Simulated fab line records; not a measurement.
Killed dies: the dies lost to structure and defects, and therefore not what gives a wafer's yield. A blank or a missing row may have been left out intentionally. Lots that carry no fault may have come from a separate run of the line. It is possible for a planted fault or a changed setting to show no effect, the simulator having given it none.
Which tool did it? :: flow nandHarc :: 14 lots with 42 wafers sampled at 4 steps, on a route of 1302 steps

== WHAT THE GAUGES READ, wafer by wafer ==
Not one reading of a measure or inspect step in the record can be checked against a usual standard deviation.

== TOOL THAT RAN EACH LOT (tool first, then ch and the chambers of the sampled wafers, then the start) ==
lot: L657
NHARC_A_WL_FILL_ETCHBACK_04: rieMetal-01 ch 0,1, day 20 03:59
NHARC_A_CONTACT_EXPOSE_39: arfiScanner-03 ch 0, day 21 03:12
NHARC_A_CONTACT_ETCH_112: harCapEtch-02 ch 0,1, day 21 05:55
NHARC_A_CONTACT_ETCH_113: harCapEtch-02 ch 0,1, day 21 06:05

lot: L658
NHARC_A_WL_FILL_ETCHBACK_04: rieMetal-02 ch 0,1, day 20 21:31
NHARC_A_CONTACT_EXPOSE_39: arfiScanner-01 ch 0, day 21 22:31
NHARC_A_CONTACT_ETCH_112: harCapEtch-03 ch 0,1, day 22 01:21
NHARC_A_CONTACT_ETCH_113: harCapEtch-03 ch 0,1, day 22 01:31

lot: L659
NHARC_A_WL_FILL_ETCHBACK_04: rieMetal-01 ch 0,1, day 21 06:35
NHARC_A_CONTACT_EXPOSE_39: arfiScanner-01 ch 0, day 22 08:13
NHARC_A_CONTACT_ETCH_112: harCapEtch-02 ch 0, day 22 10:32
NHARC_A_CONTACT_ETCH_113: harCapEtch-02 ch 0, day 22 10:43

lot: L660
NHARC_A_WL_FILL_ETCHBACK_04: rieMetal-01 ch 0,1, day 21 23:55
NHARC_A_CONTACT_EXPOSE_39: arfiScanner-02 ch 0, day 22 21:55
NHARC_A_CONTACT_ETCH_112: harCapEtch-01 ch 0,1, day 23 00:16
NHARC_A_CONTACT_ETCH_113: harCapEtch-01 ch 0,1, day 23 00:26

lot: L665
NHARC_A_WL_FILL_ETCHBACK_04: rieMetal-03 ch 0,1, day 24 00:27
NHARC_A_CONTACT_EXPOSE_39: arfiScanner-01, day 25 02:08
NHARC_A_CONTACT_ETCH_112: harCapEtch-02 ch 0,1, day 25 06:01
NHARC_A_CONTACT_ETCH_113: harCapEtch-02 ch 0,1, day 25 06:21

lot: L666
NHARC_A_WL_FILL_ETCHBACK_04: rieMetal-03 ch 0,1, day 24 13:15
NHARC_A_CONTACT_EXPOSE_39: arfiScanner-02, day 25 11:59
NHARC_A_CONTACT_ETCH_112: harCapEtch-03 ch 0,1, day 25 16:16
NHARC_A_CONTACT_ETCH_113: harCapEtch-03 ch 0,1, day 25 16:47

lot: L671
NHARC_A_WL_FILL_ETCHBACK_04: rieMetal-02 ch 0,1, day 26 00:44
NHARC_A_CONTACT_EXPOSE_39: arfiScanner-01 ch 0, day 27 00:56
NHARC_A_CONTACT_ETCH_112: harCapEtch-02 ch 0, day 27 03:17
NHARC_A_CONTACT_ETCH_113: harCapEtch-02 ch 0, day 27 03:27

lot: L672
NHARC_A_WL_FILL_ETCHBACK_04: rieMetal-02 ch 0,1, day 26 05:02
NHARC_A_CONTACT_EXPOSE_39: arfiScanner-01 ch 0, day 27 05:24
NHARC_A_CONTACT_ETCH_112: harCapEtch-02 ch 0,1, day 27 09:11
NHARC_A_CONTACT_ETCH_113: harCapEtch-02 ch 0,1, day 27 09:22

lot: L674
NHARC_A_WL_FILL_ETCHBACK_04: rieMetal-03 ch 0,1, day 26 17:11
NHARC_A_CONTACT_EXPOSE_39: arfiScanner-03 ch 0, day 27 15:41
NHARC_A_CONTACT_ETCH_112: harCapEtch-02 ch 0,1, day 27 18:29
NHARC_A_CONTACT_ETCH_113: harCapEtch-02 ch 0,1, day 27 18:40

lot: L675
NHARC_A_WL_FILL_ETCHBACK_04: rieMetal-03 ch 1, day 28 06:25
NHARC_A_CONTACT_EXPOSE_39: arfiScanner-01 ch 0, day 29 03:40
NHARC_A_CONTACT_ETCH_112: harCapEtch-01 ch 0,1, day 29 05:59
NHARC_A_CONTACT_ETCH_113: harCapEtch-01 ch 0,1, day 29 06:10

lot: L677
NHARC_A_WL_FILL_ETCHBACK_04: rieMetal-02 ch 1, day 28 13:03
NHARC_A_CONTACT_EXPOSE_39: arfiScanner-01 ch 0, day 29 15:35
NHARC_A_CONTACT_ETCH_112: harCapEtch-02 ch 1, day 29 17:59
NHARC_A_CONTACT_ETCH_113: harCapEtch-02 ch 1, day 29 18:13

lot: L678
NHARC_A_WL_FILL_ETCHBACK_04: rieMetal-03 ch 0,1, day 28 22:29
NHARC_A_CONTACT_EXPOSE_39: arfiScanner-01 ch 0, day 29 20:49
NHARC_A_CONTACT_ETCH_112: harCapEtch-01 ch 0,1, day 29 23:16
NHARC_A_CONTACT_ETCH_113: harCapEtch-01 ch 0,1, day 29 23:27

lot: L679
NHARC_A_WL_FILL_ETCHBACK_04: rieMetal-03 ch 0,1, day 29 22:06
NHARC_A_CONTACT_EXPOSE_39: arfiScanner-02 ch 0, day 30 20:04
NHARC_A_CONTACT_ETCH_112: harCapEtch-02 ch 0, day 30 22:25
NHARC_A_CONTACT_ETCH_113: harCapEtch-02 ch 0, day 30 22:35

lot: L680
NHARC_A_WL_FILL_ETCHBACK_04: rieMetal-01 ch 0,1, day 30 04:17
NHARC_A_CONTACT_EXPOSE_39: arfiScanner-03 ch 0, day 31 05:13
NHARC_A_CONTACT_ETCH_112: harCapEtch-03 ch 0,1, day 31 07:34
NHARC_A_CONTACT_ETCH_113: harCapEtch-03 ch 0,1, day 31 07:44
- NHARC_A_WL_FILL_ETCHBACK_04: etches the open film in NF3, target depth 60 nm, time 120 s.
- NHARC_A_CONTACT_EXPOSE_39: exposes mask A CC 3.
- NHARC_A_CONTACT_ETCH_112: etches the open film in C4F8/O2/Ar, time 190 s, target depth 1850 nm.
- NHARC_A_CONTACT_ETCH_113: etches the open film in C4F8/O2/Ar, time 190 s, target depth 1850 nm.

== WHAT THE TOOLS THEMSELVES READ (means of the sampled wafers that have a number; where no wafer has one, the mark that the record gives instead) ==
NHARC_A_WL_FILL_ETCHBACK_04.
lot: L657
tool: rieMetal-01
drypumpMotorCurrentA (A): 6.2
oesProductAu (a.u.): 1.027

lot: L658
tool: rieMetal-02
drypumpMotorCurrentA (A): 5.6
oesProductAu (a.u.): 0.991

lot: L659
tool: rieMetal-01
drypumpMotorCurrentA (A): 5.9
oesProductAu (a.u.): 1.018

lot: L660
tool: rieMetal-01
drypumpMotorCurrentA (A): 6.2
oesProductAu (a.u.): 1.021

lot: L665
tool: rieMetal-03
drypumpMotorCurrentA (A): 6.1
oesProductAu (a.u.): 0.998

lot: L666
tool: rieMetal-03
drypumpMotorCurrentA (A): 6.1
oesProductAu (a.u.): 0.989

lot: L671
tool: rieMetal-02
drypumpMotorCurrentA (A): 5.6
oesProductAu (a.u.): 0.992

lot: L672
tool: rieMetal-02
drypumpMotorCurrentA (A): 5.7
oesProductAu (a.u.): 0.994

lot: L674
tool: rieMetal-03
drypumpMotorCurrentA (A): 6.1
oesProductAu (a.u.): 0.980

lot: L675
tool: rieMetal-03
drypumpMotorCurrentA (A): 5.8
oesProductAu (a.u.): 1.012

lot: L677
tool: rieMetal-02
drypumpMotorCurrentA (A): 5.4
oesProductAu (a.u.): 1.008

lot: L678
tool: rieMetal-03
drypumpMotorCurrentA (A): 6.1
oesProductAu (a.u.): 0.997

lot: L679
tool: rieMetal-03
drypumpMotorCurrentA (A): 6.1
oesProductAu (a.u.): 0.983

lot: L680
tool: rieMetal-01
drypumpMotorCurrentA (A): 5.9
oesProductAu (a.u.): 1.022

NHARC_A_CONTACT_EXPOSE_39.
lot: L657
tool: arfiScanner-03
exposureDoseMJCm2: 58.78
focusOffsetNm (nm): 0.1

lot: L658
tool: arfiScanner-01
exposureDoseMJCm2: 58.79
focusOffsetNm (nm): -0.8

lot: L659
tool: arfiScanner-01
exposureDoseMJCm2: 58.76
focusOffsetNm (nm): 0.4

lot: L660
tool: arfiScanner-02
exposureDoseMJCm2: 58.68
focusOffsetNm (nm): 0.2

lot: L665
tool: arfiScanner-01
exposureDoseMJCm2: -
focusOffsetNm (nm): -

lot: L666
tool: arfiScanner-02
exposureDoseMJCm2: -
focusOffsetNm (nm): -

lot: L671
tool: arfiScanner-01
exposureDoseMJCm2: 58.79
focusOffsetNm (nm): 0.6

lot: L672
tool: arfiScanner-01
exposureDoseMJCm2: 58.80
focusOffsetNm (nm): -0.3

lot: L674
tool: arfiScanner-03
exposureDoseMJCm2: 58.75
focusOffsetNm (nm): -0.3

lot: L675
tool: arfiScanner-01
exposureDoseMJCm2: 58.75
focusOffsetNm (nm): -0.5

lot: L677
tool: arfiScanner-01
exposureDoseMJCm2: 58.86
focusOffsetNm (nm): -0.1

lot: L678
tool: arfiScanner-01
exposureDoseMJCm2: 58.80
focusOffsetNm (nm): -0.1

lot: L679
tool: arfiScanner-02
exposureDoseMJCm2: 58.76
focusOffsetNm (nm): 0.4

lot: L680
tool: arfiScanner-03
exposureDoseMJCm2: 58.73
focusOffsetNm (nm): 0.4

== THE ANSWER, worked out from the rows above alone ==
Rule: usual is defined by the lots themselves. The widest of any qualifying gaps counts: lots, ordered by their means at a reading, are off when they make up no more than a third of the lots, leave a main group of 4 or more, and stand apart from it by 3 or more times the standard deviation of that group's means. If all means in a main group match to the digits the tables above print for the reading, that group is not used. A lot without any number at a reading at which 4 lots or more have one is off too. Where the step has rows for the other lots, those lots are counted as sound. First the gauges in route order, then the tools' own readings, where a lot's mean is used as printed above. The first step at which some lot is off is used, and at that step the reading that is off furthest; a lot without a number counts as furthest.
Off: L665, L666 (NHARC_A_CONTACT_EXPOSE_39, exposureDoseMJCm2). Without a number there: L665, L666. Main group: mean 58.77, sd 0.042.
A tool fits if, at that step or a process step before it, it ran every lot that is off, and no sound lot after the first of them. None of those tried fits.

== WHAT THE SIMULATOR PUT IN ==
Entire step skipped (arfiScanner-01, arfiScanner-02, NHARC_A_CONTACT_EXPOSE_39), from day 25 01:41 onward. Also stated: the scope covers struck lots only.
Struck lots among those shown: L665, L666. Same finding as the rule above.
